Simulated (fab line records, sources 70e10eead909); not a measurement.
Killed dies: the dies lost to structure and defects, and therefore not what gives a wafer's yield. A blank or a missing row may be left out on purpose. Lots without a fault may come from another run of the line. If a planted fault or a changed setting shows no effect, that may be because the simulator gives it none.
Chamber matching + flow nand_harc + 4 sister chambers for NHARC_A_CHANNEL_FILL_D2_ETCHBACK_08 on rie_diel-02
The step etches the open film in C4F8, target depth 220 nm, time 110 s. 16 wafers are shown with their chamber, then 8 later ones without.

== WAFERS PAIRED WITH THEIR CHAMBERS ==
| wafer  | chamber | rf_vpp_V (V) | oes_product_au (a.u.) |
|--------|---------|--------------|-----------------------|
| L606.3 | 2       | 438.3        | 0.93                  |
| L606.5 | 0       | 440.3        | 0.92                  |
| L606.6 | 3       | 441.9        | 0.93                  |
| L611.2 | 3       | 440.2        | 0.92                  |
| L611.3 | 2       | 438.7        | 0.93                  |
| L611.4 | 0       | 438.6        | 0.93                  |
| L612.1 | 0       | 439.8        | 1.00                  |
| L612.2 | 1       | 442.6        | 1.00                  |
| L612.6 | 1       | 442.2        | 0.99                  |
| L613.1 | 2       | 436.5        | 0.93                  |
| L613.2 | 1       | 442.8        | 0.93                  |
| L613.4 | 3       | 441.4        | 0.93                  |
| L614.2 | 3       | 443.6        | 0.93                  |
| L614.4 | 1       | 441.8        | 0.92                  |
| L614.6 | 2       | 438.3        | 0.93                  |
| L616.1 | 3       | 442.1        | 1.01                  |

SIGNATURES, as means of the wafers listed above
| reading        | chamber 0 | chamber 1 | chamber 2 | chamber 3 | scatter within a chamber |
|----------------|-----------|-----------|-----------|-----------|--------------------------|
| rf_vpp_V       | 439.567   | 442.350   | 437.950   | 441.840   | 0.961                    |
| oes_product_au | 0.9500    | 0.9600    | 0.9300    | 0.9440    | 0.0345                   |
Rule: a wafer's distance from a chamber is the root of the sum, over the readings, of the square of ((its reading less the chamber's mean) divided by the reading's scatter). If the next closest chamber is less than 2 further off than the closest, the wafer can't be placed; otherwise it belongs to the closest. The scatter: take each reading less its chamber's mean, square it, sum over the shown wafers, divide by the number of wafers less the number of chambers, and take the root.

== WAFERS WITHOUT THEIR CHAMBER ==
| wafer  | rf_vpp_V (V) | oes_product_au (a.u.) |
|--------|--------------|-----------------------|
| L616.2 | 438.6        | 1.01                  |
| L616.5 | 441.3        | 1.01                  |
| L620.1 | 438.2        | 0.93                  |
| L620.5 | 438.3        | 0.93                  |
| L620.6 | 441.5        | 0.92                  |
| L622.2 | 441.5        | 1.01                  |
| L622.5 | 440.2        | 0.99                  |
| L622.6 | 442.8        | 0.99                  |

== WHICH CHAMBER EACH ONE RAN IN ==
| wafer  | from the rows above               | in truth |
|--------|-----------------------------------|----------|
| L616.2 | can't be placed: 0 or 2 or 3      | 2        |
| L616.5 | can't be placed: 1 or 3 or 0      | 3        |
| L620.1 | can't be placed: 2 or 0           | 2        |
| L620.5 | can't be placed: 2 or 0           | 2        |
| L620.6 | can't be placed: 3 or 1 or 0      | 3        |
| L622.2 | can't be placed: 1 or 3 or 0      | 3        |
| L622.5 | can't be placed: 0 or 3 or 1 or 2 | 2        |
| L622.6 | can't be placed: 1 or 3           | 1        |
Correctly placed: 0 of 8. Unplaceable from these rows: 8, with the true chamber sitting among the candidates in 8. Wrongly placed: 0.
